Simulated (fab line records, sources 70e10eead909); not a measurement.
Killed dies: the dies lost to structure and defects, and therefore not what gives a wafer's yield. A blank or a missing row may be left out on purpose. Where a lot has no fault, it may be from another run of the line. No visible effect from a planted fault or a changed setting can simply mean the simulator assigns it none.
Which tool is to blame? -- flow nand-harc -- Sampling: 24 lots, 72 wafers, 6 of 1159 route steps

== WHAT EACH GAUGE READ, for each wafer ==
No reading from a measuring or inspecting step in the record can be judged against a usual standard deviation.

== TOOL THAT RAN EACH LOT (tool first, then ch and the chambers of the sampled wafers, then the start) ==
lot,NHARC_A_STAIRCASE_DEP_301,NHARC_A_STAIRCASE_ETCH_453,NHARC_A_STAIRCASE_ALD_420,NHARC_A_STAIRCASE_STRIP_475,NHARC_A_SLIT_DEP_00,NHARC_A_SLIT_DEP_23
L076,"pecvd-02 ch 0,1, day 12 10:13","rie-diel-08 ch 0,1, day 12 19:13 or earlier","ald-hk-04 ch 0,3, day 12 19:13","rie-diel-08 ch 0,3, day 14 18:40 or earlier","acl-dep-01 ch 0, day 14 18:40","pecvd-03 ch 0,2, day 14 20:39"
L074,"pecvd-02 ch 0,1,2, day 12 12:07","rie-diel-08 ch 1,2,3, day 12 19:13 or earlier","ald-hk-03 ch 0,2,3, day 12 19:13","rie-diel-07 ch 1,3, day 14 19:56 or earlier","acl-dep-03 ch 0, day 14 19:56","pecvd-04 ch 1,2, day 14 21:35"
L075,"pecvd-02 ch 1,2, day 12 12:31","rie-diel-01 ch 0,3, day 12 19:23 or earlier","ald-hk-01 ch 0,3, day 12 19:23","rie-diel-08 ch 0,1, day 14 19:15 or earlier","acl-dep-02 ch 0, day 14 19:15","pecvd-04 ch 1,2, day 14 20:38"
L079,"pecvd-01 ch 0,1,2, day 12 20:15","rie-diel-07 ch 0,1,2, day 13 05:53 or earlier","ald-hk-01 ch 1,3, day 13 05:53","rie-diel-08 ch 0,1,2, day 15 01:51 or earlier","acl-dep-02 ch 0, day 15 01:51","pecvd-04 ch 0,2, day 15 03:52"
L078,"pecvd-02 ch 1,2, day 12 22:43","rie-diel-07 ch 0,1,2, day 13 11:14 or earlier","ald-hk-04 ch 1,2,3, day 13 11:14","rie-diel-08 ch 0,1,3, day 15 13:29 or earlier","acl-dep-02 ch 0, day 15 13:29","pecvd-03 ch 1,2, day 15 15:28"
L077,"pecvd-02 ch 1,2, day 12 23:56","rie-diel-08 ch 1,2,3, day 13 10:38 or earlier","ald-hk-03 ch 0,2,3, day 13 10:38","rie-diel-07 ch 0,1,2, day 15 13:02 or earlier","acl-dep-01 ch 0, day 15 13:02","pecvd-03 ch 0,1,2, day 15 15:02"
L080,"pecvd-01 ch 0,1,2, day 13 01:52","rie-diel-01 ch 2,3, day 13 11:16 or earlier","ald-hk-03 ch 1,3, day 13 11:16","rie-diel-01 ch 1,2,3, day 15 11:31 or earlier","acl-dep-02 ch 0, day 15 11:31","pecvd-04 ch 0,1, day 15 13:34"
L081,"pecvd-02 ch 0,2, day 13 05:57","rie-diel-08 ch 2,3, day 13 14:52 or earlier","ald-hk-01 ch 0,1, day 13 14:52","rie-diel-08 ch 2,3, day 15 12:16 or earlier","acl-dep-03 ch 0, day 15 12:16","pecvd-04 ch 1,2, day 15 14:16"
L082,"pecvd-01 ch 0,1,2, day 14 08:02","rie-diel-07 ch 1,2,3, day 14 18:57 or earlier","ald-hk-01 ch 1,2,3, day 14 18:57","rie-diel-01 ch 1,2, day 16 18:28 or earlier","acl-dep-01 ch 0, day 16 18:28","pecvd-03 ch 1, day 16 20:10"
L084,"pecvd-01 ch 0,1,2, day 14 12:31","rie-diel-01 ch 1,2,3, day 14 23:35 or earlier","ald-hk-04 ch 2,3, day 14 23:35","rie-diel-01 ch 2,3, day 17 01:46 or earlier","acl-dep-03 ch 0, day 17 01:46","pecvd-03 ch 0,2, day 17 03:48"
L083,"pecvd-03 ch 0,1,2, day 14 16:29","rie-diel-08 ch 1,2,3, day 15 04:44 or earlier","ald-hk-01 ch 0,2,3, day 15 04:44","rie-diel-08 ch 1,2, day 17 01:04 or earlier","acl-dep-02 ch 0, day 17 01:04","pecvd-03 ch 0,2, day 17 03:03"
L086,"pecvd-02 ch 0,1,2, day 14 19:38","rie-diel-08 ch 0,1,2, day 15 04:58 or earlier","ald-hk-04 ch 0,1,3, day 15 04:58","rie-diel-01 ch 1,2,3, day 17 03:01 or earlier","acl-dep-02 ch 0, day 17 03:01","pecvd-03 ch 0,1,2, day 17 05:02"
L088,"pecvd-01 ch 0,2, day 14 22:25","rie-diel-01 ch 1,2, day 15 07:43 or earlier","ald-hk-04 ch 0,3, day 15 07:43","rie-diel-08 ch 0,2,3, day 17 03:36 or earlier","acl-dep-01 ch 0, day 17 03:36","pecvd-04 ch 1,2, day 17 05:17"
L085,"pecvd-03 ch 0,2, day 15 00:30","rie-diel-07 ch 0,1,2, day 15 07:44 or earlier","ald-hk-01 ch 1,2,3, day 15 07:44","rie-diel-01 ch 0,2, day 17 01:19 or earlier","acl-dep-01 ch 0, day 17 01:19","pecvd-03 ch 0,1,2, day 17 03:21"
L089,"pecvd-01 ch 0,1, day 15 12:19","rie-diel-08 ch 0,3, day 15 21:42 or earlier","ald-hk-01 ch 1,2,3, day 15 21:42","rie-diel-08 ch 0,2,3, day 17 19:38 or earlier","acl-dep-02 ch 0, day 17 19:38","pecvd-04 ch 0,1,2, day 17 21:37"
L087,"pecvd-03 ch 0,1,2, day 15 13:17","rie-diel-07 ch 0,2,3, day 15 22:20 or earlier","ald-hk-01 ch 0,2,3, day 15 22:20","rie-diel-08 ch 0,2,3, day 17 20:01 or earlier","acl-dep-01 ch 0, day 17 20:01","pecvd-04 ch 0,1, day 17 21:59"
L090,"pecvd-03 ch 1,2, day 16 01:25","rie-diel-08 ch 0,2,3, day 16 10:58 or earlier","ald-hk-03 ch 0,1, day 16 10:58","rie-diel-01 ch 0,2,3, day 18 11:10 or earlier","acl-dep-01 ch 0, day 18 11:10","pecvd-03 ch 0,1,2, day 18 12:16"
L092,"pecvd-03 ch 1,2, day 16 10:13","rie-diel-08 ch 0,1, day 16 22:33 or earlier","ald-hk-03 ch 2,3, day 16 22:33","rie-diel-08 ch 0,3, day 18 20:28 or earlier","acl-dep-03 ch 0, day 18 20:28","pecvd-04 ch 0,1,2, day 18 21:33"
L091,"pecvd-01 ch 0,1,2, day 16 10:59","rie-diel-08 ch 0,1,3, day 16 22:19 or earlier","ald-hk-04 ch 0,1,2, day 16 22:19","rie-diel-01 ch 0,1,3, day 19 01:52 or earlier","acl-dep-03 ch 0, day 19 01:52","pecvd-01 ch 1,2, day 19 03:51"
L094,"pecvd-01 ch 0,1,2, day 16 17:12","rie-diel-01 ch 1,2, day 17 02:39 or earlier","ald-hk-04 ch 0,1,3, day 17 02:39","rie-diel-01 ch 0,1,2, day 18 20:42 or earlier","acl-dep-02 ch 0, day 18 20:42","pecvd-04 ch 0,1,2, day 18 21:47"
L093,"pecvd-02 ch 1,2, day 16 18:27","rie-diel-08 ch 1,2,3, day 17 02:29 or earlier","ald-hk-03 ch 0,1,2, day 17 02:29","rie-diel-01 ch 0,2,3, day 18 19:44 or earlier","acl-dep-01 ch 0, day 18 19:44","pecvd-03 ch 0,1, day 18 21:43"
L095,"pecvd-02 ch 0,1,2, day 17 07:07","rie-diel-01 ch 0,2, day 17 16:17 or earlier","ald-hk-03 ch 1,2,3, day 17 16:17","rie-diel-08 ch 0,1,3, day 19 16:32 or earlier","acl-dep-02 ch 0, day 19 16:32","pecvd-04 ch 0,1, day 19 18:42"
L096,"pecvd-01 ch 0,1,2, day 17 14:23","rie-diel-01 ch 2,3, day 17 23:17 or earlier","ald-hk-03 ch 2,3, day 17 23:17","rie-diel-08 ch 1,2, day 20 00:07 or earlier","acl-dep-03 ch 0, day 20 00:07","pecvd-01 ch 0,1, day 20 01:25"
L097,"pecvd-03 ch 0,1, day 17 15:45","rie-diel-08 ch 0,2,3, day 18 00:13 or earlier","ald-hk-03 ch 0,2,3, day 18 00:13","rie-diel-01 ch 0,2,3, day 19 23:28 or earlier","acl-dep-01 ch 0, day 19 23:28","pecvd-04 ch 0,1,2, day 20 01:29"
- NHARC_A_STAIRCASE_DEP_301: deposits SiON, target thk 30 nm.
- NHARC_A_STAIRCASE_ETCH_453: etches the open film in CF4/O2, target depth 30 nm, overetch 3 nm, time 16.5 s.
- NHARC_A_STAIRCASE_ALD_420: deposits SiO2, target thk 20 nm, pulse time 6 s, ald cycles 200.
- NHARC_A_STAIRCASE_STRIP_475: strips in O2, time 20 s.
- NHARC_A_SLIT_DEP_00: deposits aC, target thk 3200 nm.
- NHARC_A_SLIT_DEP_23: deposits SiON, target thk 100 nm.

== WHAT THE TOOLS THEMSELVES READ (means of the sampled wafers that have a number; where no wafer has one, the mark that the record gives instead) ==
NHARC_A_STAIRCASE_DEP_301. Usual: heater-power-w 754 W, standard deviation 80; showerhead-vpp-V 1128 V, standard deviation 82.
lot,tool,heater-power-w (W),showerhead-vpp-V (V),flag
L076,pecvd-02,856,1222,
L074,pecvd-02,770,1128,
L075,pecvd-02,779,1056,
L079,pecvd-01,728,1148,
L078,pecvd-02,738,1040,
L077,pecvd-02,727,1040,
L080,pecvd-01,762,1155,
L081,pecvd-02,804,1110,
L082,pecvd-01,683,1158,
L084,pecvd-01,711,1148,
L083,pecvd-03,753,1126,
L086,pecvd-02,829,1132,
L088,pecvd-01,771,1195,
L085,pecvd-03,802,1158,
L089,pecvd-01,707,1117,
L087,pecvd-03,762,1118,
L090,pecvd-03,806,1117,
L092,pecvd-03,771,1128,
L091,pecvd-01,743,1150,
L094,pecvd-01,716,1144,
L093,pecvd-02,807,1057,
L095,pecvd-02,772,1140,
L096,pecvd-01,699,1156,
L097,pecvd-03,647,1075,

NHARC_A_STAIRCASE_ETCH_453. Usual: bias-w 99.99 W, standard deviation 0.28; drypump-motor-current-A 5.7 A, standard deviation 0.38; oes-product-au 1.002 a.u., standard deviation 0.0094; rf-vpp-V 197.0 V, standard deviation 1.3; showerhead-plenum-p-Torr 1.30 Torr, standard deviation 0.048; throttle-valve-pct 13.398 %, standard deviation 0.0092.
lot,tool,bias-w (W),drypump-motor-current-A (A),oes-product-au (a.u.),rf-vpp-V (V),showerhead-plenum-p-Torr (Torr),throttle-valve-pct (%),flag
L076,rie-diel-08,99.71,5.6,1.013,196.7,1.28,13.400,
L074,rie-diel-08,99.91,5.6,1.010,196.8,1.29,13.400,
L075,rie-diel-01,99.88,5.8,0.990,197.2,1.29,13.401,
L079,rie-diel-07,100.14,5.8,1.007,199.6,1.37,13.396,
L078,rie-diel-07,99.99,5.8,1.001,198.1,1.37,13.385,
L077,rie-diel-08,100.03,5.7,0.997,196.5,1.29,13.402,
L080,rie-diel-01,100.26,5.8,0.998,198.2,1.35,13.390,
L081,rie-diel-08,99.69,5.7,1.008,196.3,1.27,13.401,
L082,rie-diel-07,99.79,5.6,1.007,198.3,1.33,13.406,
L084,rie-diel-01,100.00,5.4,1.001,197.6,1.31,13.392,
L083,rie-diel-08,100.12,5.7,1.002,196.1,1.28,13.391,
L086,rie-diel-08,99.83,5.8,0.996,196.5,1.28,13.395,
L088,rie-diel-01,99.82,5.4,0.998,197.1,1.30,13.391,
L085,rie-diel-07,100.23,5.8,1.011,198.0,1.36,13.399,
L089,rie-diel-08,100.03,5.6,1.006,196.5,1.25,13.391,
L087,rie-diel-07,99.82,5.7,1.006,198.5,1.36,13.392,
L090,rie-diel-08,100.31,5.7,1.001,196.8,1.26,13.397,
L092,rie-diel-08,100.22,5.6,0.998,197.5,1.29,13.393,
L091,rie-diel-08,100.15,5.6,1.000,196.2,1.27,13.394,
L094,rie-diel-01,99.95,5.4,0.999,196.5,1.30,13.407,
L093,rie-diel-08,99.82,5.7,1.001,196.8,1.28,13.403,
L095,rie-diel-01,100.10,6.5,1.009,197.5,1.28,13.400,
L096,rie-diel-01,99.80,5.8,0.994,198.2,1.34,13.402,
L097,rie-diel-08,100.18,5.8,1.006,195.6,1.26,13.397,

NHARC_A_STAIRCASE_ALD_420. Usual: heater-power-w 464 W, standard deviation 35; precursor-pulse-height-rel 1.000, standard deviation 0.021.
lot,tool,heater-power-w (W),precursor-pulse-height-rel,flag
L076,ald-hk-04,436,1.010,
L074,ald-hk-03,469,0.975,
L075,ald-hk-01,425,0.989,
L079,ald-hk-01,461,1.002,
L078,ald-hk-04,457,1.013,
L077,ald-hk-03,462,0.993,
L080,ald-hk-03,492,1.012,
L081,ald-hk-01,447,0.981,
L082,ald-hk-01,474,1.013,
L084,ald-hk-04,441,1.015,
L083,ald-hk-01,451,1.017,
L086,ald-hk-04,452,1.021,
L088,ald-hk-04,435,0.964,
L085,ald-hk-01,478,0.995,
L089,ald-hk-01,474,1.009,
L087,ald-hk-01,455,1.006,
L090,ald-hk-03,488,1.021,
L092,ald-hk-03,461,1.015,
L091,ald-hk-04,453,0.985,
L094,ald-hk-04,448,1.012,
L093,ald-hk-03,483,0.997,
L095,ald-hk-03,494,1.003,
L096,ald-hk-03,461,0.998,
L097,ald-hk-03,465,0.988,

NHARC_A_STAIRCASE_STRIP_475. Usual: drypump-motor-current-A 5.7 A, standard deviation 0.45; oes-product-au 1.001 a.u., standard deviation 0.0082; rf-vpp-V 57.5 V, standard deviation 0.9; showerhead-plenum-p-Torr 3.40 Torr, standard deviation 0.11; throttle-valve-pct 17.037 %, standard deviation 0.0083.
lot,tool,drypump-motor-current-A (A),oes-product-au (a.u.),rf-vpp-V (V),showerhead-plenum-p-Torr (Torr),throttle-valve-pct (%),flag
L076,rie-diel-08,5.7,1.009,58.2,3.32,17.036,
L074,rie-diel-07,5.5,1.001,57.4,3.49,17.036,
L075,rie-diel-08,5.6,0.993,57.2,3.43,17.041,
L079,rie-diel-08,5.7,0.992,57.6,3.39,17.042,
L078,rie-diel-08,5.6,0.997,56.6,3.37,17.033,
L077,rie-diel-07,5.8,1.008,58.0,3.59,17.039,
L080,rie-diel-01,5.5,1.004,57.6,3.47,17.035,
L081,rie-diel-08,5.7,0.998,57.1,3.34,17.037,
L082,rie-diel-01,5.7,1.008,57.7,3.52,17.036,
L084,rie-diel-01,5.8,1.000,57.1,3.55,17.031,
L083,rie-diel-08,5.8,1.001,57.3,3.40,17.036,
L086,rie-diel-01,5.5,1.001,57.7,3.47,17.032,
L088,rie-diel-08,5.8,1.003,56.7,3.33,17.029,
L085,rie-diel-01,6.5,1.004,58.1,3.39,17.036,
L089,rie-diel-08,5.8,0.998,56.7,3.33,17.037,
L087,rie-diel-08,5.7,0.997,57.8,3.33,17.041,
L090,rie-diel-01,6.0,1.003,56.7,3.44,17.031,
L092,rie-diel-08,5.6,0.998,57.5,3.30,17.037,
L091,rie-diel-01,5.7,1.003,57.3,3.35,17.034,
L094,rie-diel-01,5.9,1.008,57.3,3.40,17.045,
L093,rie-diel-01,6.0,1.004,57.9,3.44,17.034,
L095,rie-diel-08,5.6,0.999,58.4,3.35,17.052,
L096,rie-diel-08,5.7,1.004,57.3,3.42,17.041,
L097,rie-diel-01,6.1,1.000,58.0,3.43,17.034,

NHARC_A_SLIT_DEP_00. Usual: throttle-valve-pct 34.999 %, standard deviation 0.01.
lot,tool,throttle-valve-pct (%),flag
L076,acl-dep-01,34.990,
L074,acl-dep-03,35.000,
L075,acl-dep-02,35.004,
L079,acl-dep-02,35.003,
L078,acl-dep-02,34.997,
L077,acl-dep-01,35.000,
L080,acl-dep-02,34.998,
L081,acl-dep-03,35.002,
L082,acl-dep-01,34.993,
L084,acl-dep-03,34.990,
L083,acl-dep-02,34.999,
L086,acl-dep-02,35.012,
L088,acl-dep-01,35.001,
L085,acl-dep-01,35.004,
L089,acl-dep-02,34.999,
L087,acl-dep-01,35.003,
L090,acl-dep-01,35.002,
L092,acl-dep-03,35.005,
L091,acl-dep-03,35.002,
L094,acl-dep-02,34.996,
L093,acl-dep-01,34.991,
L095,acl-dep-02,34.993,
L096,acl-dep-03,34.999,
L097,acl-dep-01,35.004,

NHARC_A_SLIT_DEP_23. Usual: heater-power-w 722 W, standard deviation 87; showerhead-vpp-V 1162 V, standard deviation 73.
lot,tool,heater-power-w (W),showerhead-vpp-V (V),flag
L076,pecvd-03,852,1160,
L074,pecvd-04,651,1154,
L075,pecvd-04,681,1165,
L079,pecvd-04,728,1251,
L078,pecvd-03,764,1125,
L077,pecvd-03,756,1125,
L080,pecvd-04,658,1186,
L081,pecvd-04,624,1145,
L082,pecvd-03,663,1046,
L084,pecvd-03,813,1150,
L083,pecvd-03,816,1140,
L086,pecvd-03,781,1125,
L088,pecvd-04,667,1160,
L085,pecvd-03,797,1122,
L089,pecvd-04,717,1193,
L087,pecvd-04,618,1191,
L090,pecvd-03,780,1115,
L092,pecvd-04,644,1197,
L091,pecvd-01,743,1186,
L094,pecvd-04,654,1207,
L093,pecvd-03,741,1081,
L095,pecvd-04,693,1251,
L096,pecvd-01,694,1120,
L097,pecvd-04,692,1198,

== THE ANSWER, worked out from the rows above alone ==
Rule: a lot is off if the mean of its wafers that have a number lies more than 3 standard deviations from the usual mean. A lot without any number at a reading at which 4 lots or more have one is off too. Where the step has rows for the other lots, those lots are counted as sound. First the gauges in route order, then the tools' own readings, where a lot's mean is used as printed above. The first step at which some lot is off is used, and at that step the reading that is off furthest; a lot without a number counts as furthest.
None of the lots is off at any reading shown; this tells nothing.

== WHAT HAD BEEN PUT IN BY THE SIMULATOR ==
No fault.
